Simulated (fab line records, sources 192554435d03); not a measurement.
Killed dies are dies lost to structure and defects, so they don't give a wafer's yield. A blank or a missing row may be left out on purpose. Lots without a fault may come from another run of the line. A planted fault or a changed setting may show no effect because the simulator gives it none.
fab line records | flow n5_finfet
record lots=5 wafers=15 last_day=17
route steps=1938 shown BEOL_M5@1175 BEOL_M6@1194
lots that met no fault: from a run of the same line without faults
start_h: hours from the record's first day to the start of the lot's first wafer shown | wait_h: hours since the lot's step before | " the same as in the row above | L1.1+2: a row that stands for several wafers | - no value, or no start given | * or withheld: withheld | < > ~ a bound
route shown NAME@n: a module of which the file shows steps, and the number in the route of the first | usual: mean/standard deviation of fault-free wafers | same: alike in all rows | chamber/n: place in a boat | sites: the reading at each site | _std_site: their standard deviation | _edge_site: outer sites' mean less inner sites' | radius_mm: how far each site lies from the wafer's centre | mask NAME#n: copy n | behind: the tool/chamber that last shaped the wafer | hold: why the lot was held/for how many hours/how that ended | device: the transistor (n, p or np) that didn't switch | end of line: the same wafers' tests at the end of the route | a step without rows: its recipe alone | killed: dies lost to structure and defects at the first sort, not the wafer's yield | map: a wafer's dies, x killed, . not, _ none there
set.NAME: the setting as run; set.NAME@STEP: as run at that earlier step | model.NAME: the simulator's own value behind a step, which no gauge read
lots at some steps of the route; a table a step, a row a wafer
services: from which hour (start_h, from the record's first day; less than 0 if before it) a tool's chamber was out of use, for how many hours, and why
## steps
# step N5_BEOL_M5_SPUTTER_48
# recipe material=Cu target_thk_a=150 temp_c=-20 chamber_pressure_pa=0.07 power_w=withheld time_s=27.62
# usual throttle_valve_pct=30.3/0.93
# columns lot.wafer tool chamber start_h wait_h throttle_valve_pct
L074.1 pvd_sputter-03 - 195.97 0.4 32.1
L074.3 " - " " 30.9
L074.6 " - " " 31.3
L078.3 pvd_sputter-02 - 201.48 0.1 29.3
L078.4 " - " " 30.8
L078.5 " - " " 29.7
L086.1 pvd_sputter-03 - 258.18 0.2 30.3
L086.2 " - " " 30.9
L086.3 " - " " 32.1
L090.2 pvd_sputter-01 - 283.32 0.1 30.4
L090.3 " - " " 29.3
L090.5 " - " " 29.5
L097.3 pvd_sputter-02 - 328.84 0.4 29.7
L097.4 " - " " 29.5
L097.6 " - " " 30.7
# step N5_BEOL_M5_ANNEAL_49
# recipe temp_c=400 time_s=1800 ambient=vacuum
# usual heater_power_w=855/110
# columns lot.wafer tool chamber start_h wait_h heater_power_w
L074.1 pvd_sputter-03 - 196.05 0.0 786
L074.3 " - " " 751
L074.6 " - " " 812
L078.3 pvd_sputter-02 - 201.56 0.0 747
L078.4 " - " " 998
L078.5 " - " " 698
L086.1 pvd_sputter-03 - 258.26 0.0 885
L086.2 " - " " 741
L086.3 " - " " 797
L090.2 pvd_sputter-01 - 283.40 0.0 1124
L090.3 " - " " 858
L090.5 " - " " 849
L097.3 pvd_sputter-02 - 328.92 0.0 719
L097.4 " - " " 765
L097.6 " - " " 1018
# step N5_BEOL_M5_SPUTTER_81
# recipe material=Cu target_thk_a=150 temp_c=-20 chamber_pressure_pa=0.07 power_w=withheld time_s=27.62
# usual throttle_valve_pct=30.3/0.92
# columns lot.wafer tool chamber start_h wait_h throttle_valve_pct
L074.1 pvd_sputter-03 - 197.06 0.5 32.0
L074.3 " - " " 31.1
L074.6 " - " " 31.3
L078.3 pvd_sputter-02 - 202.57 0.5 29.6
L078.4 " - " " 31.0
L078.5 " - " " 29.8
L086.1 pvd_sputter-03 - 259.27 0.5 31.1
L086.2 " - " " 30.9
L086.3 " - " " 31.9
L090.2 pvd_sputter-01 - 284.40 0.5 30.3
L090.3 " - " " 29.3
L090.5 " - " " 29.5
L097.3 pvd_sputter-02 - 329.93 0.5 29.8
L097.4 " - " " 29.4
L097.6 " - " " 30.7
# step N5_BEOL_M5_ANNEAL_82
# recipe temp_c=400 time_s=1800 ambient=vacuum
# usual heater_power_w=855/110
# columns lot.wafer tool chamber start_h wait_h heater_power_w
L074.1 pvd_sputter-03 - 197.14 0.0 789
L074.3 " - " " 768
L074.6 " - " " 793
L078.3 pvd_sputter-02 - 202.65 0.0 755
L078.4 " - " " 1027
L078.5 " - " " 715
L086.1 pvd_sputter-03 - 259.35 0.0 893
L086.2 " - " " 750
L086.3 " - " " 791
L090.2 pvd_sputter-01 - 284.48 0.0 1137
L090.3 " - " " 852
L090.5 " - " " 872
L097.3 pvd_sputter-02 - 330.01 0.0 694
L097.4 " - " " 785
L097.6 " - " " 1013
# step N5_BEOL_M5_SPUTTER_83
# recipe material=Cu target_thk_a=150 temp_c=-20 chamber_pressure_pa=0.07 power_w=withheld time_s=27.62
# usual throttle_valve_pct=30.3/0.93
# columns lot.wafer tool chamber start_h wait_h throttle_valve_pct
L074.1 pvd_sputter-03 - 198.15 0.5 32.1
L074.3 " - " " 31.0
L074.6 " - " " 31.2
L078.3 pvd_sputter-02 - 203.65 0.5 29.7
L078.4 " - " " 30.7
L078.5 " - " " 29.7
L086.1 pvd_sputter-03 - 260.36 0.5 30.8
L086.2 " - " " 30.8
L086.3 " - " " 32.2
L090.2 pvd_sputter-01 - 285.49 0.5 30.4
L090.3 " - " " 29.4
L090.5 " - " " 29.6
L097.3 pvd_sputter-02 - 331.01 0.5 29.6
L097.4 " - " " 29.4
L097.6 " - " " 30.8
# step N5_BEOL_M5_ANNEAL_84
# recipe temp_c=400 time_s=1800 ambient=vacuum
# usual heater_power_w=854/110
# columns lot.wafer tool chamber start_h wait_h heater_power_w
L074.1 pvd_sputter-03 - 198.23 0.0 774
L074.3 " - " " 754
L074.6 " - " " 815
L078.3 pvd_sputter-02 - 203.73 0.0 761
L078.4 " - " " 988
L078.5 " - " " 706
L086.1 pvd_sputter-03 - 260.44 0.0 890
L086.2 " - " " 735
L086.3 " - " " 793
L090.2 pvd_sputter-01 - 285.57 0.0 1167
L090.3 " - " " 851
L090.5 " - " " 864
L097.3 pvd_sputter-02 - 331.09 0.0 706
L097.4 " - " " 783
L097.6 " - " " 1025
# step N5_BEOL_M5_SPUTTER_88
# recipe material=Cu target_thk_a=150 temp_c=-20 chamber_pressure_pa=0.07 power_w=withheld time_s=27.62
# usual throttle_valve_pct=30.3/0.91
# columns lot.wafer tool chamber start_h wait_h throttle_valve_pct
L074.1 pvd_sputter-03 - 199.23 0.5 32.2
L074.3 " - " " 30.7
L074.6 " - " " 31.1
L078.3 pvd_sputter-02 - 204.74 0.5 29.5
L078.4 " - " " 30.5
L078.5 " - " " 29.8
L086.1 pvd_sputter-03 - 261.44 0.5 30.6
L086.2 " - " " 30.8
L086.3 " - " " 31.9
L090.2 pvd_sputter-01 - 286.58 0.5 30.4
L090.3 " - " " 29.5
L090.5 " - " " 29.4
L097.3 pvd_sputter-02 - 332.10 0.5 29.9
L097.4 " - " " 29.5
L097.6 " - " " 31.0
# step N5_BEOL_M5_ANNEAL_89
# recipe temp_c=400 time_s=1800 ambient=vacuum
# usual heater_power_w=852/110
# columns lot.wafer tool chamber start_h wait_h heater_power_w
L074.1 pvd_sputter-03 - 199.31 0.0 785
L074.3 " - " " 773
L074.6 " - " " 809
L078.3 pvd_sputter-02 - 204.82 0.0 746
L078.4 " - " " 984
L078.5 " - " " 701
L086.1 pvd_sputter-03 - 261.52 0.0 878
L086.2 " - " " 760
L086.3 " - " " 792
L090.2 pvd_sputter-01 - 286.66 0.0 1133
L090.3 " - " " 858
L090.5 " - " " 885
L097.3 pvd_sputter-02 - 332.18 0.0 710
L097.4 " - " " 772
L097.6 " - " " 1003
# step N5_BEOL_M5_SPUTTER_90
# recipe material=Cu target_thk_a=45 temp_c=-20 chamber_pressure_pa=0.07 power_w=withheld time_s=8.29
# usual throttle_valve_pct=30.3/0.92
# columns lot.wafer tool chamber start_h wait_h throttle_valve_pct
L074.1 pvd_sputter-03 - 200.32 0.5 32.3
L074.3 " - " " 30.8
L074.6 " - " " 31.6
L078.3 pvd_sputter-02 - 205.83 0.5 29.6
L078.4 " - " " 30.8
L078.5 " - " " 29.8
L086.1 pvd_sputter-03 - 262.53 0.5 30.6
L086.2 " - " " 30.4
L086.3 " - " " 32.0
L090.2 pvd_sputter-01 - 287.66 0.5 30.1
L090.3 " - " " 29.4
L090.5 " - " " 29.7
L097.3 pvd_sputter-02 - 333.19 0.5 29.8
L097.4 " - " " 29.8
L097.6 " - " " 30.9
# step N5_BEOL_M5_ECD_50
# recipe material=Cu target_thk_a=3000
# columns lot.wafer tool chamber start_h wait_h
L074.1+3+6 ecd_cu-01 1,0,1 200.44 0.1
L078.3+4+5 ecd_cu-02 0,1,1 205.97 0.1
L086.1+2+3 ecd_cu-01 1,0,0 262.65 0.1
L090.2+3+5 ecd_cu-01 0,0,1 287.78 0.1
L097.3+4+6 ecd_cu-01 0,1,1 333.32 0.1
# step N5_BEOL_M5_ANNEAL_51
# recipe temp_c=225 time_s=90 ambient=N2
# usual wafer_temp_C_max=226.1/0.4
# columns lot.wafer tool chamber start_h wait_h wafer_temp_C_max
L074.1 rtp_anneal-02 0 200.52 0.1 227.4
L074.3 " 0 " " 226.5
L074.6 " 0 " " 226.7
L078.3 rtp_anneal-01 0 206.12 0.1 226.1
L078.4 " 0 " " 226.0
L078.5 " 0 " " 225.6
L086.1 rtp_anneal-02 0 262.73 0.1 226.5
L086.2 " 0 " " 226.4
L086.3 " 0 " " 226.4
L090.2 rtp_anneal-01 0 287.91 0.1 225.8
L090.3 " 0 " " 225.7
L090.5 " 0 " " 225.9
L097.3 rtp_anneal-02 0 333.75 0.4 226.4
L097.4 " 0 " " 226.9
L097.6 " 0 " " 227.1
# step N5_BEOL_M5_CMP_52
# recipe stop_on=SiCOH_lowk t_overpolish_s=6.9 down_force_psi=1 platen_rpm=50 clearing_platen_down_force_psi=1.5 clearing_platen_rpm=50 post_cmp_clean=cu_alkaline target_thk_nm=62 clearing_platen_pad_velocity_m_s=0.99484 pad_velocity_m_s=0.99484
# usual barrier_field_endpoint_s=24.5/0.77 head_pressure_psi=0.9999/0.0023 motor_current_A=6.1/0.58 overpolish_run_s=6.900/0.0089 time_to_endpoint_s=62/3.9
# columns lot.wafer tool chamber start_h wait_h barrier_field_endpoint_s head_pressure_psi motor_current_A overpolish_run_s time_to_endpoint_s
L074.3 cmp-04 3 200.82 0.2 24.7 0.9997 6.6 6.900 60
L074.1 " 2 " " 23.8 1.0003 5.4 6.894 60
L074.6 " 3 " " 24.4 0.9989 6.8 6.893 59
L078.3 cmp-04 0 206.37 0.2 24.3 1.0030 5.7 6.917 61
L078.4 " 2 " " 25.6 1.0029 5.8 6.907 66
L078.5 " 3 " " 24.5 1.0012 6.7 6.904 63
L086.1 cmp-04 3 263.03 0.3 22.7 1.0007 6.7 6.909 55
L086.3 " 0 " " 22.6 0.9988 5.9 6.897 57
L086.2 " 2 " " 23.4 0.9959 5.8 6.897 58
L090.2 cmp-04 0 288.20 0.2 24.6 0.9964 6.0 6.907 60
L090.3 " 1 " " 25.7 0.9998 5.9 6.887 62
L090.5 " 3 " " 24.6 0.9997 6.5 6.904 59
L097.4 cmp-02 0 333.99 0.2 24.4 0.9982 6.1 6.903 59
L097.3 " 1 " " 24.9 1.0025 6.7 6.905 65
L097.6 " 0 " " 25.2 1.0009 5.9 6.894 59
# step N5_BEOL_M5_THK_MEAS_53
# recipe thk_meas_gauge=xrf reads=Cu_of_BEOL_M5_ECD_50
# usual M5_THK=62.2/2.2
# columns lot.wafer tool chamber start_h wait_h M5_THK[nm]
L074.1 film_metro-02 - 201.12 - 61.1
L074.3 " - " " 65.6
L074.6 " - " " 61.4
L078.3 film_metro-01 - 206.62 - 64.2
L078.4 " - " " 63.9
L078.5 " - " " 60.0
L086.1 film_metro-01 - 263.32 - 59.3
L086.2 " - " " 61.4
L086.3 " - " " 63.3
L090.2 film_metro-02 - 288.46 - 63.5
L090.3 " - " " 65.3
L090.5 " - " " 60.9
L097.3 film_metro-01 - 334.25 - 61.9
L097.4 " - " " 62.2
L097.6 " - " " 61.9
# step N5_BEOL_M5_PRE_CLEAN_77
# recipe gas=NH3/H2 time_s=15 temp_c=* rf_power_w=300
# usual heater_power_w=99/9.4
# columns lot.wafer tool chamber start_h wait_h heater_power_w
L074.1 cvd_co-02 1 201.15 0.0 98
L074.3 " 0 " " 89
L074.6 " 0 " " 89
L078.3 cvd_co-02 0 206.66 0.0 89
L078.4 " 2 " " 97
L078.5 " 1 " " 99
L086.1 cvd_co-02 2 263.36 0.0 102
L086.2 " 0 " " 90
L086.3 " 2 " " 99
L090.2 cvd_co-01 2 288.50 0.0 95
L090.3 " 1 " " 94
L090.5 " 1 " " 94
L097.3 cvd_co-02 2 334.30 0.1 99
L097.4 " 0 " " 92
L097.6 " 0 " " 92
# step N5_BEOL_M5_CO_CAP_78
# recipe material=Co target_thk_a=20 temp_c=200 precursor=CCTBA/H2 pressure_torr=30 time_s=102.1
# usual heater_power_w=253/12
# columns lot.wafer tool chamber start_h wait_h heater_power_w
L074.1 cvd_co-02 1 201.19 0.0 256
L074.3 " 0 " " 247
L074.6 " 0 " " 246
L078.3 cvd_co-02 0 206.70 0.0 247
L078.4 " 2 " " 255
L078.5 " 1 " " 252
L086.1 cvd_co-02 2 263.42 0.0 249
L086.2 " 0 " " 242
L086.3 " 2 " " 254
L090.2 cvd_co-01 2 288.54 0.0 243
L090.3 " 1 " " 248
L090.5 " 1 " " 246
L097.3 cvd_co-02 2 334.38 0.1 253
L097.4 " 0 " " 258
L097.6 " 0 " " 245
# step N5_BEOL_M5_PRE_CLEAN_55
# recipe gas=NH3 time_s=15 temp_c=withheld rf_power_w=300
# columns lot.wafer tool chamber start_h wait_h
L074.1+3+6 pecvd-04 2,1,2 201.28 0.1
L078.3+4+5 pecvd-02 1,2,0 206.79 0.1
L086.1+2+3 pecvd-02 0,2,1 263.55 0.1
L090.2+3+5 pecvd-04 2,1,0 288.63 0.1
L097.3+4+6 pecvd-04 0,1,0 334.47 0.1
# step N5_BEOL_M5_DEP_56
# recipe material=SiCN target_thk_a=80 temp_c=withheld precursor=3MS/NH3 pressure_torr=3 rf_w=202 time_s=14
# usual showerhead_plenum_p_Torr=3.674/0.01 throttle_valve_pct=8.9/0.58
# columns lot.wafer tool chamber start_h wait_h showerhead_plenum_p_Torr throttle_valve_pct
L074.1 pecvd-04 2 201.31 0.0 3.662 8.7
L074.3 " 1 " " 3.676 9.8
L074.6 " 2 " " 3.660 9.0
L078.3 pecvd-02 1 206.82 0.0 3.660 9.0
L078.4 " 2 " " 3.673 8.3
L078.5 " 0 " " 3.667 8.8
L086.1 pecvd-02 0 263.57 0.0 3.682 9.0
L086.2 " 2 " " 3.684 8.1
L086.3 " 1 " " 3.655 8.8
L090.2 pecvd-04 2 288.65 0.0 3.665 8.9
L090.3 " 1 " " 3.671 10.3
L090.5 " 0 " " 3.690 9.7
L097.3 pecvd-04 0 334.50 0.0 3.683 9.3
L097.4 " 1 " " 3.684 9.9
L097.6 " 0 " " 3.690 9.4
# step N5_BEOL_M5_RS_MEAS_57
# recipe thk_meas_gauge=four-point-probe reads=Co_of_BEOL_M5_CO_CAP_78+Cu_of_BEOL_M5_ECD_50+Co_of_BEOL_M5_CVD_47+TaN_of_BEOL_M5_ALD_86
# usual M5_RS=0.390/0.017
# columns lot.wafer tool chamber start_h wait_h M5_RS[ohm/sq]
L074.1 film_metro-01 - 201.38 0.0 0.397
L074.3 " - " " 0.366
L074.6 " - " " 0.398
L078.3 film_metro-01 - 206.88 0.1 0.371
L078.4 " - " " 0.372
L078.5 " - " " 0.402
L086.1 film_metro-02 - 263.64 0.0 0.413
L086.2 " - " " 0.398
L086.3 " - " " 0.384
L090.2 film_metro-01 - 288.72 0.1 0.383
L090.3 " - " " 0.370
L090.5 " - " " 0.403
L097.3 film_metro-02 - 334.56 0.1 0.391
L097.4 " - " " 0.389
L097.6 " - " " 0.390
# step N5_BEOL_M5_INSPECT_58
# recipe inspect_instrument=darkfield mode=post_dep
# usual raw_defect_count=72/22
# columns lot.wafer tool chamber start_h wait_h raw_defect_count
L074.1 defect_inspect-02 - 201.40 0.0 87
L074.3 " - " " 128
L074.6 " - " " 71
L078.3 defect_inspect-02 - 206.91 0.0 107
L078.4 " - " " 61
L078.5 " - " " 51
L086.1 defect_inspect-01 - 263.66 0.0 75
L086.2 " - " " 61
L086.3 " - " " 41
L090.2 defect_inspect-02 - 288.75 0.0 84
L090.3 " - " " 51
L090.5 " - " " 48
L097.3 defect_inspect-01 - 334.59 0.0 91
L097.4 " - " " 76
L097.6 " - " " 57
# step N5_BEOL_M6_ILD_DEP_00
# recipe material=SiCOH_lowk target_thk_a=1797.5 temp_c=300 precursor=DEMS/porogen pressure_torr=5 rf_w=500 time_s=33.4
# usual heater_power_w=341/61 showerhead_plenum_p_Torr=5.746/0.013 throttle_valve_pct=13.7/0.97
# columns lot.wafer tool chamber start_h wait_h heater_power_w showerhead_plenum_p_Torr throttle_valve_pct
L074.1 pecvd-01 0 201.44 0.0 270 5.725 13.9
L074.3 " 1 " " 363 5.755 13.5
L074.6 " 1 " " 381 5.746 13.8
L078.3 pecvd-04 2 206.95 0.0 347 5.740 13.8
L078.4 " 0 " " 322 5.772 14.4
L078.5 " 1 " " 289 5.753 15.3
L086.1 pecvd-04 1 263.70 0.0 280 5.748 15.1
L086.2 " 0 " " 264 5.769 14.5
L086.3 " 2 " " 320 5.731 13.9
L090.2 pecvd-03 1 288.78 0.0 397 5.746 14.0
L090.3 " 2 " " 284 5.732 12.2
L090.5 " 1 " " 407 5.753 14.0
L097.3 pecvd-04 1 334.63 0.0 321 5.757 15.7
L097.4 " 0 " " 277 5.756 14.4
L097.6 " 2 " " 366 5.750 13.9
# step N5_BEOL_M6_CURE_74
# recipe temp_c=385 time_s=240 ambient=He/Ar material=SiCOH_lowk
# usual lamp_power_pct=52.32/0.058 wafer_temp_C_max=387.2/0.72
# columns lot.wafer tool chamber start_h wait_h lamp_power_pct wafer_temp_C_max
L074.1 uv_cure-03 2 201.50 0.0 52.37 387.6
L074.3 " 2 " " 52.25 387.0
L074.6 " 2 " " 52.26 386.9
L078.3 uv_cure-02 1 207.33 0.4 52.25 387.8
L078.4 " 1 " " 52.35 386.6
L078.5 " 1 " " 52.33 386.7
L086.1 uv_cure-03 0 263.77 0.0 52.29 386.8
L086.2 " 0 " " 52.32 387.1
L086.3 " 0 " " 52.32 385.9
L090.2 uv_cure-03 1 288.95 0.1 52.32 385.8
L090.3 " 1 " " 52.38 386.2
L090.5 " 1 " " 52.33 386.4
L097.3 uv_cure-01 2 334.85 0.2 52.28 386.6
L097.4 " 2 " " 52.41 387.1
L097.6 " 2 " " 52.30 386.8
# step N5_BEOL_M6_THK_MEAS_01
# recipe reads=SiCOH_lowk_of_BEOL_M6_ILD_DEP_00
# usual M6_ILD_THK=155.3/2.3
# columns lot.wafer tool chamber start_h wait_h M6_ILD_THK[nm]
L074.1 film_metro-02 - 202.02 0.4 156.3
L074.3 " - " " 153.8
L074.6 " - " " 156.8
L078.3 film_metro-01 - 208.00 0.5 154.7
L078.4 " - " " 158.6
L078.5 " - " " 157.6
L086.1 film_metro-01 - 264.28 0.4 154.3
L086.2 " - " " 153.8
L086.3 " - " " 153.2
L090.2 film_metro-01 - 289.38 0.4 152.9
L090.3 " - " " 156.8
L090.5 " - " " 156.7
L097.3 film_metro-01 - 335.20 0.3 152.8
L097.4 " - " " 154.9
L097.6 " - " " 154.5
# step N5_BEOL_M6_PECVD_70
# recipe material=SiO2 target_thk_a=200 temp_c=400 precursor=TEOS/O2 pressure_torr=5.5 rf_w=450 teos_flow_sccm=53.8 gas=O2 flow_sccm=3000 time_s=22.7
# usual heater_power_w=763/110 showerhead_plenum_p_Torr=8.82/0.054 throttle_valve_pct=22.1/1.5
# columns lot.wafer tool chamber start_h wait_h heater_power_w showerhead_plenum_p_Torr throttle_valve_pct
L074.1 pecvd-03 1 202.05 0.0 905 8.82 22.6
L074.3 " 2 " " 673 8.85 18.9
L074.6 " 2 " " 681 8.83 19.2
L078.3 pecvd-04 1 208.04 0.0 638 8.85 24.9
L078.4 " 1 " " 651 8.85 24.9
L078.5 " 0 " " 597 8.88 23.2
L086.1 pecvd-03 1 264.32 0.0 875 8.86 22.1
L086.2 " 0 " " 913 8.86 21.7
L086.3 " 2 " " 613 8.83 19.6
L090.2 pecvd-01 0 289.42 0.0 617 8.69 22.8
L090.3 " 2 " " 940 8.73 20.2
L090.5 " 1 " " 827 8.85 21.9
L097.3 pecvd-01 1 335.24 0.0 779 8.86 21.7
L097.4 " 1 " " 785 8.84 21.9
L097.6 " 2 " " 877 8.76 20.5
# step N5_BEOL_M6_HM_DEP_02
# recipe material=TiN target_thk_a=200 temp_c=25 chamber_pressure_pa=0.49996
# usual throttle_valve_pct=30.1/0.86
# columns lot.wafer tool chamber start_h wait_h throttle_valve_pct
L074.1 pvd_sputter-01 - 204.07 2.0 30.4
L074.3 " - " " 30.2
L074.6 " - " " 28.3
L078.3 pvd_sputter-02 - 208.37 0.3 30.8
L078.4 " - " " 29.6
L078.5 " - " " 29.7
L086.1 pvd_sputter-03 - 264.53 0.2 31.8
L086.2 " - " " 30.5
L086.3 " - " " 30.8
L090.2 pvd_sputter-03 - 289.97 0.5 30.7
L090.3 " - " " 31.1
L090.5 " - " " 30.9
L097.3 pvd_sputter-02 - 336.39 1.1 29.6
L097.4 " - " " 30.7
L097.6 " - " " 29.7
# step N5_BEOL_M6_COAT_59
# recipe resist=SOC temp_c=250 time_s=60 spin_rpm=1500 resist_thk_nm=100
# columns lot.wafer tool chamber start_h wait_h
L074.1+3+6 litho_track-04 0 204.20 0.1
L078.3+4+5 litho_track-05 0 208.49 0.1
L086.1+2+3 litho_track-01 0 264.65 0.1
L090.2+3+5 litho_track-04 0 290.10 0.1
L097.3+4+6 litho_track-05 0 336.52 0.1
# step N5_BEOL_M6_COAT_60
# recipe resist=SiARC temp_c=220 time_s=60 spin_rpm=1500 resist_thk_nm=35
# columns lot.wafer tool chamber start_h wait_h
L074.1+3+6 litho_track-04 0 - -
L078.3+4+5 litho_track-05 0 - -
L086.1+2+3 litho_track-01 0 - -
L090.2+3+5 litho_track-04 0 - -
L097.3+4+6 litho_track-05 0 - -
# step N5_BEOL_M6_COAT_05
# recipe resist=CAR-ArF spin_rpm=1500 resist_thk_nm=90
# columns lot.wafer tool chamber start_h wait_h
L074.1+3+6 litho_track-04 0 - -
L078.3+4+5 litho_track-05 0 - -
L086.1+2+3 litho_track-01 0 - -
L090.2+3+5 litho_track-04 0 - -
L097.3+4+6 litho_track-05 0 - -
# step N5_BEOL_M6_EBR_07
# recipe solvent=PGMEA ebr_width_mm=1.5
# columns lot.wafer tool chamber start_h wait_h
L074.1+3+6 litho_track-04 0 - -
L078.3+4+5 litho_track-05 0 - -
L086.1+2+3 litho_track-01 0 - -
L090.2+3+5 litho_track-04 0 - -
L097.3+4+6 litho_track-05 0 - -
# step N5_BEOL_M6_SOFTBAKE_06
# recipe temp_c=110 time_s=60 resist=CAR-ArF
# columns lot.wafer tool chamber start_h wait_h
L074.1+3+6 litho_track-04 0 - -
L078.3+4+5 litho_track-05 0 - -
L086.1+2+3 litho_track-01 0 - -
L090.2+3+5 litho_track-04 0 - -
L097.3+4+6 litho_track-05 0 - -
# step N5_BEOL_M6_EXPOSE_08
# recipe mask_id=M6 na=1.35 source_shape=dipole sigma_inner=0.817 sigma_outer=0.97 polarization=te dose_mj=68.25
# usual reticle_temp_C=22.99/0.12
# same sigma_outer=0.97
# columns lot.wafer tool chamber start_h wait_h mask reticle_temp_C
L074.1 arfi_scanner-03 0 204.32 - M6#0 22.72
L074.3 " 0 " " M6#0 22.79
L074.6 " 0 " " M6#0 22.87
L078.3 arfi_scanner-03 0 208.75 - M6#0 22.89
L078.4 " 0 " " M6#0 23.11
L078.5 " 0 " " M6#0 22.93
L086.1 arfi_scanner-01 0 264.90 - M6#0 22.95
L086.2 " 0 " " M6#0 22.93
L086.3 " 0 " " M6#0 22.87
L090.2 arfi_scanner-02 0 290.22 - M6#0 23.08
L090.3 " 0 " " M6#0 23.29
L090.5 " 0 " " M6#0 22.96
L097.3 arfi_scanner-01 0 336.65 - M6#0 23.01
L097.4 " 0 " " M6#0 23.18
L097.6 " 0 " " M6#0 23.19
# step N5_BEOL_M6_PEB_09
# recipe peb_temp_c=withheld peb_time_s=60 resist=CAR-ArF
# same peb_time_s=60
# columns lot.wafer tool chamber start_h wait_h
L074.1+3+6 litho_track-04 0 204.38 0.1
L078.3+4+5 litho_track-01 0 208.80 0.0
L086.1+2+3 litho_track-01 0 264.96 0.1
L090.2+3+5 litho_track-01 0 290.28 0.0
L097.3+4+6 litho_track-04 0 336.70 0.0
# step N5_BEOL_M6_DEVELOP_10
# recipe develop_time_s=30 developer=TMAH resist=CAR-ArF rinse_liquid=diw dry=air_spin dev_temp_c=23
# columns lot.wafer tool chamber start_h wait_h
L074.1+3+6 litho_track-04 0 - -
L078.3+4+5 litho_track-01 0 - -
L086.1+2+3 litho_track-01 0 - -
L090.2+3+5 litho_track-01 0 - -
L097.3+4+6 litho_track-04 0 - -
# step N5_BEOL_M6_CD_MEAS_11
# recipe target_cd_nm=38.5 landing_energy_ev=500 detector=se_inlens polarity=opening
# usual cd_nm=38.2/0.69
# columns lot.wafer tool chamber start_h wait_h cd_nm
L074.1 cd_sem-03 0 204.44 - 38.4
L074.3 " 0 " " 38.7
L074.6 " 0 " " 38.1
L078.3 cd_sem-01 0 208.87 - 38.4
L078.4 " 0 " " 38.7
L078.5 " 0 " " 39.4
L086.1 cd_sem-02 0 265.03 - 38.8
L086.2 " 0 " " 38.5
L086.3 " 0 " " 37.9
L090.2 cd_sem-01 0 290.35 - 38.3
L090.3 " 0 " " 38.7
L090.5 " 0 " " 38.4
L097.3 cd_sem-02 0 336.77 - 38.3
L097.4 " 0 " " 38.6
L097.6 " 0 " " 39.2
# step N5_BEOL_M6_OVL_MEAS_12
# recipe points_per_wafer=44
# usual M6_OVL=-0.3/0.84
# same points_per_wafer=44
# columns lot.wafer tool chamber start_h wait_h M6_OVL[nm]
L074.1 overlay-01 0 204.47 0.0 -0.3
L074.3 " 0 " " -0.2
L074.6 " 0 " " -1.5
L078.3 overlay-02 0 208.90 0.0 -1.0
L078.4 " 0 " " -0.9
L078.5 " 0 " " -1.3
L086.1 overlay-01 0 265.06 0.0 0.2
L086.2 " 0 " " -1.7
L086.3 " 0 " " -1.3
L090.2 overlay-02 0 290.38 0.0 1.0
L090.3 " 0 " " 0.3
L090.5 " 0 " " 0.8
L097.3 overlay-02 0 336.79 0.0 -0.4
L097.4 " 0 " " -0.8
L097.6 " 0 " " -1.2
# step N5_BEOL_M6_INSPECT_13
# recipe mode=adi inspect_instrument=brightfield
# usual raw_defect_count=431/92
# columns lot.wafer tool chamber start_h wait_h raw_defect_count
L074.1 defect_inspect-01 - 204.50 0.0 491
L074.3 " - " " 553
L074.6 " - " " 511
L078.3 defect_inspect-01 - 208.92 0.0 400
L078.4 " - " " 322
L078.5 " - " " 275
L086.1 defect_inspect-01 - 265.08 0.0 675
L086.2 " - " " 376
L086.3 " - " " 481
L090.2 defect_inspect-02 - 290.40 0.0 400
L090.3 " - " " 395
L090.5 " - " " 337
L097.3 defect_inspect-01 - 336.82 0.0 426
L097.4 " - " " 526
L097.6 " - " " 374
# step N5_BEOL_M6_DESCUM_16
# recipe chemistry=O2 time_s=7.9 source_power_w=50 bias_power_w=20 pressure_mtorr=20 rf_frequency_hz=2.712e+07 temp_c=40 resist=CAR-ArF o2_flow_sccm=225
# usual drypump_motor_current_A=5.8/0.44 oes_product_au=0.78/0.078 rf_vpp_V=243.3/1.3 showerhead_plenum_p_Torr=2.10/0.061 throttle_valve_pct=20.48/0.26
# columns lot.wafer tool chamber start_h wait_h drypump_motor_current_A oes_product_au rf_hours_counter_h rf_vpp_V showerhead_plenum_p_Torr throttle_valve_pct
L074.1 rie_diel-06 1 204.53 0.0 6.5 0.70 246 245.9 2.12 20.52
L074.3 " 2 " " 5.4 0.72 201 241.5 2.08 20.32
L074.6 " 0 " " 5.7 0.80 - 245.2 2.20 20.48
L078.3 rie_diel-01 3 208.95 0.0 6.1 0.69 235 243.0 2.08 20.99
L078.4 " 1 " " 5.9 0.71 181 242.7 1.98 20.29
L078.5 " 0 " " 6.5 0.76 - 245.2 2.18 20.56
L086.1 rie_diel-03 2 265.34 0.3 5.4 0.71 210 241.7 2.04 20.10
L086.2 " 0 " " 6.1 0.70 202 244.4 2.11 21.03
L086.3 " 1 " " 5.4 0.80 102 241.9 2.11 20.62
L090.2 rie_diel-01 2 290.43 0.0 6.2 0.86 72 243.2 2.13 20.63
L090.3 " 0 " " 6.4 0.75 182 243.2 2.17 20.60
L090.5 " 0 " " 6.4 0.75 - 242.8 2.17 20.59
L097.3 rie_diel-03 2 336.85 0.0 5.4 0.69 232 242.3 2.03 20.13
L097.4 " 0 " " 6.1 0.67 228 243.2 2.10 21.05
L097.6 " 3 " " 6.3 0.80 - 241.2 2.00 19.98
## services
# columns tool chamber start_h hours kind
arfi_scanner-01 - 172.96 3.1 pm
arfi_scanner-03 - 176.65 0.6 repair
arfi_scanner-03 - 178.87 1.2 repair
arfi_scanner-03 - 189.52 1.0 pm
cvd_co-01 - 193.17 1.1 repair
pecvd-01 0 196.20 4.1 repair
uv_cure-03 - 211.45 2.8 pm
cmp-04 - 212.82 0.3 repair
rtp_anneal-02 - 220.97 2.9 pm
pecvd-03 - 225.44 0.3 repair
pecvd-04 1 225.77 26.1 repair
cmp-04 - 227.49 4.0 pm
uv_cure-03 - 246.66 0.9 repair
pecvd-02 - 256.38 0.4 repair
cvd_co-02 1 261.07 15.9 repair
pecvd-01 - 262.33 14.6 pm
ecd_cu-01 - 272.53 0.3 repair
cmp-04 - 276.78 0.6 repair
uv_cure-03 - 284.76 1.0 pm
cvd_co-02 2 291.02 36.6 repair
cmp-04 - 296.31 1.8 repair
ecd_cu-01 - 304.98 1.4 repair
pecvd-02 2 316.73 9.6 repair
pecvd-03 1 334.05 5.2 repair
## key
fault none
